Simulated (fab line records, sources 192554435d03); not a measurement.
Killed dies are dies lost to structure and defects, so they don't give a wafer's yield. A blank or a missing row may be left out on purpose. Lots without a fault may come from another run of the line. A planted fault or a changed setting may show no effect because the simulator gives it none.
A struck lot beside a sound one | flow n5_finfet | 15 steps out of a route of 1938
Sound: wafers L746.2, L746.3, L746.5. Struck: wafer L755.6. (L755.2, L755.5 of the same lot were not struck and are left out.) The cause comes at the end.
At each step with rows: each side's tool, then ch and its chambers, then its first start. Under that, the readings that differ: sound wafers | struck wafers | difference of the means | sigmas: that difference in standard deviations of wafers without a fault.
alike: readings whose means differ by less than 2 such deviations, and words and numbers that are the same on both sides. not compared: withheld readings, readings that some wafer has no value for, bounds like >300 that may hide the same value, and numbers for which the record gives no deviation and whose values overlap.
The two part at a step that has a row with sigmas, a row that says differs or no value, or rows on one side only. Numbers that don't overlap but have no deviation are shown without sigmas and don't part them. A reading that every wafer of one side lacks parts them only if that side has two wafers or more.

first, 2 steps without rows for these wafers: N5_BEOL_M14_ETCH_68 (etches SOC in N2/H2, time 450 s); N5_BEOL_M14_STRIP_69 (strips in N2/H2).
N5_BEOL_M14_TRENCH_ETCH_34: etches SiO2 in C4F8/O2/Ar, target depth 556.65 nm, time 126.9 s.
  sound on rie_diel-03 ch 2,3, day 12 02:37; struck on rie_diel-05 ch 1, day 14 22:41
  alike: chamber_pressure_mTorr, drypump_motor_current_A, oes_o_777_au, oes_product_au, rf_vpp_V, showerhead_plenum_p_Torr, throttle_valve_pct
  not compared: rf_hours_counter_h
then, 1 step without rows for these wafers: N5_BEOL_M14_STRIP_70 (strips in C4F8/O2/Ar).
N5_BEOL_M14_OCD_MEAS_35:
  sound on ocd-02, day 12 02:47; struck on ocd-01, day 14 22:50
  reading              | sound       | struck | difference | sigmas
  trench_depth_nm (nm) | 550 529 525 | 569    | +34        | +3
N5_BEOL_M14_STRIP_37: strips in O2.
  sound on rie_diel-04 ch 0,1,2, day 12 03:31; struck on rie_diel-04 ch 1, day 14 23:37
  alike: chamber_pressure_mTorr, drypump_motor_current_A, o2_flow_sccm, oes_product_au, rf_vpp_V, showerhead_plenum_p_Torr, throttle_valve_pct
  not compared: rf_hours_counter_h
then, 3 steps without rows for these wafers: N5_BEOL_M14_ETCH_38 (etches SiCN in CF4/N2, target depth 106.5 nm, time 120.6 s); N5_BEOL_M14_PRECLEAN_39 (cleans in residue remover, time 60 s); N5_BEOL_M14_SRD_40 (time 30 s, dry time 30 s).
N5_BEOL_M14_DEGAS_41: time 60 s.
  sound on pvd_sputter-02, day 12 04:28; struck on pvd_sputter-02, day 15 00:03
  alike: heater_power_w
N5_BEOL_M14_PRE_CLEAN_42: time 30 s.
  sound on pvd_sputter-02, day 12 04:30; struck on pvd_sputter-02, day 15 00:05
  alike: heater_power_w
then, 1 step without rows for these wafers: N5_BEOL_M14_SPUTTER_43 (material TaN, target thk 15 nm, time 24.19 s).
N5_BEOL_M14_SPUTTER_44: material Ta, target thk 15 nm, time 24.19 s.
  sound on pvd_sputter-02, day 12 04:37; struck on pvd_sputter-02, day 15 00:13
  reading                                     | sound        | struck | difference | sigmas
  model.Ta_of_BEOL_M14_SPUTTER_44.thk_nm (nm) | 15.2 15.2 15 | 16.2   | +1.1       |
  alike: substrate_temp_c, throttle_valve_pct
N5_BEOL_M14_SPUTTER_45: material Cu, target thk 100 nm, time 16.67 s.
  sound on pvd_sputter-02, day 12 04:42; struck on pvd_sputter-02, day 15 00:17
  alike: substrate_temp_c, throttle_valve_pct
N5_PASSIVATION_PROBE_49:
  sound on prober-02, day 13 04:15; struck on prober-01, day 15 20:38
  reading            | sound    | struck | difference | sigmas
  killed_at_M0_to_M3 | 26 20 24 | 48     | +25        | +2
  alike: defect_limited_yield, killed_at_M4_up, killed_at_contacts, killed_at_front_end, killed_at_other, killed_dies, killed_open, killed_short, sort_bin_5_function, sort_bin_6_memory, sort_bin_8_speed, sort_n_pass, sort_yield_pct

WHERE THEY PART
First at N5_BEOL_M14_OCD_MEAS_35; last, within this record, at N5_PASSIVATION_PROBE_49.

WHY: what the simulator had put in
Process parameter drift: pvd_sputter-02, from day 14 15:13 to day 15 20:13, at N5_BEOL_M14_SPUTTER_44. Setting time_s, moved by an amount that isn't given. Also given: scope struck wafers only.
